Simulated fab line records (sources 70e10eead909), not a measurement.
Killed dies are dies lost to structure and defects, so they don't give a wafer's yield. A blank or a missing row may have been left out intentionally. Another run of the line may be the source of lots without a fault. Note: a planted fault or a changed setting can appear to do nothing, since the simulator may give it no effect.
Matching of chambers | flow nandHarc | cmp-03 running NHARC_P_CONTACT_CMP_01: 4 sister chambers
The step polishes SiO2, target thk 200 nm. 4 wafers are shown with their chamber, then 7 later ones without.

EACH WAFER AND ITS CHAMBER
wafer  | chamber | motorCurrentA (A)
L086.4 | 0       | 9.5
L091.2 | 1       | 11.4
L093.2 | 3       | 11.7
L093.3 | 2       | 12.6

WAFERS WITHOUT THEIR CHAMBER
wafer  | motorCurrentA (A)
L094.2 | 11.8
L094.3 | 11.6
L095.1 | 11.8
L095.2 | 11.7
L095.4 | 11.2
L097.1 | 11.4
L097.2 | 9.3

WHICH CHAMBER EACH WENT THROUGH
wafer  | from the rows above     | in truth
L094.2 | 3                       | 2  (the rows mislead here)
L094.3 | can't be placed: 3 or 1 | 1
L095.1 | 3                       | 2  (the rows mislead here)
L095.2 | 3                       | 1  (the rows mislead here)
L095.4 | 1                       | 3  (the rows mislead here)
L097.1 | 1                       | 1
L097.2 | 0                       | 0
Correctly placed: 2 of 7. Can't be placed from these rows: 1 (the true chamber is among the candidates in 1). 4 placed wrongly.
How it was worked out, from the rows above alone: a wafer's distance from a chamber is the root of the sum, over the readings, of the square of ((its reading less the chamber's mean) divided by the reading's scatter). The wafer belongs to the nearest chamber; if the next one is less than 2 further off, it can't be placed. The mean given for a chamber averages the wafers shown for that chamber. The scatter: root of mean squared gap, hidden wafer to nearest shown wafer, with one shown wafer a chamber.
